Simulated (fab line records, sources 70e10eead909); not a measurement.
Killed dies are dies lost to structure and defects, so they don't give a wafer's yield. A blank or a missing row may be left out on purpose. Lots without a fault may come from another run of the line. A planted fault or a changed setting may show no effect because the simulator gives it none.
Which tool did it? | flow nand_harc | 6 lots, 18 wafers sampled, at 4 steps of a route of 1302

WHAT THE GAUGES READ, wafer by wafer
NHARC_END_SORT_01.
lot  | measured     | on        | killed_at_array
L707 | day 25 08:26 | prober-02 | 70 77 58
L711 | day 26 03:16 | prober-02 | 70 70 72
L717 | day 29 05:02 | prober-02 | 674 676 672
L722 | day 31 00:04 | prober-01 | 25 24 25
L724 | day 31 23:31 | prober-01 | 26 34 58
L729 | day 34 13:46 | prober-02 | 29 33 28

WHICH TOOL RAN EACH LOT (tool, then ch and the chambers of the sampled wafers, then the start)
lot  | NHARC_A_CONTACT_ETCH_135             | NHARC_A_CONTACT_ETCH_136             | NHARC_A_CONTACT_ETCH_139
L707 | har_cap_etch-02 ch 0,1, day 22 21:20 | har_cap_etch-02 ch 0,1, day 22 21:36 | har_cap_etch-02 ch 0,1, day 22 22:25
L711 | har_cap_etch-01 ch 0,1, day 24 02:41 | har_cap_etch-01 ch 0,1, day 24 02:57 | har_cap_etch-01 ch 0,1, day 24 03:46
L717 | har_cap_etch-01 ch 0,1, day 26 23:42 | har_cap_etch-01 ch 0,1, day 26 23:59 | har_cap_etch-01 ch 0,1, day 27 00:47
L722 | har_cap_etch-01 ch 0,1, day 28 09:45 | har_cap_etch-01 ch 0,1, day 28 10:01 | har_cap_etch-01 ch 0,1, day 28 10:50
L724 | har_cap_etch-01 ch 0,1, day 30 01:40 | har_cap_etch-01 ch 0,1, day 30 01:56 | har_cap_etch-01 ch 0,1, day 30 02:46
L729 | har_cap_etch-02 ch 0,1, day 32 09:05 | har_cap_etch-02 ch 0,1, day 32 09:22 | har_cap_etch-02 ch 0,1, day 32 10:10
- NHARC_A_CONTACT_ETCH_135: etches the open film in C4F8/O2/Ar, time 311 s, target depth 1912 nm.
- NHARC_A_CONTACT_ETCH_136: etches the open film in C4F8/O2/Ar, time 311 s, target depth 1912 nm.
- NHARC_A_CONTACT_ETCH_139: etches the open film in C4F8/O2/Ar, time 195 s, target depth 840 nm.

THE ANSWER, worked out from the rows above alone
Rule: what is usual is taken from the lots themselves. Put in order of their means at a reading, lots are off if they are a third of the lots or fewer, leave a main group of 4 or more, and stand apart from it by a gap of 3 or more times the standard deviation of the main group's means; of several such gaps the widest counts. A main group whose means are all the same, to the digits that the tables above print for the reading, isn't used. A lot without any number at a reading at which 4 lots or more have one is off too. The other lots that the step has rows for count as sound.
Off: L717, at NHARC_END_SORT_01 (killed_at_array). The main group: mean 47, standard deviation 19.
A tool fits if, at a process step before that reading, it ran every lot that is off, and no sound lot after the first of them. The gauges at NHARC_END_SORT_01 are tried like those tools. None of those tried fits.

WHAT THE SIMULATOR HAD PUT IN
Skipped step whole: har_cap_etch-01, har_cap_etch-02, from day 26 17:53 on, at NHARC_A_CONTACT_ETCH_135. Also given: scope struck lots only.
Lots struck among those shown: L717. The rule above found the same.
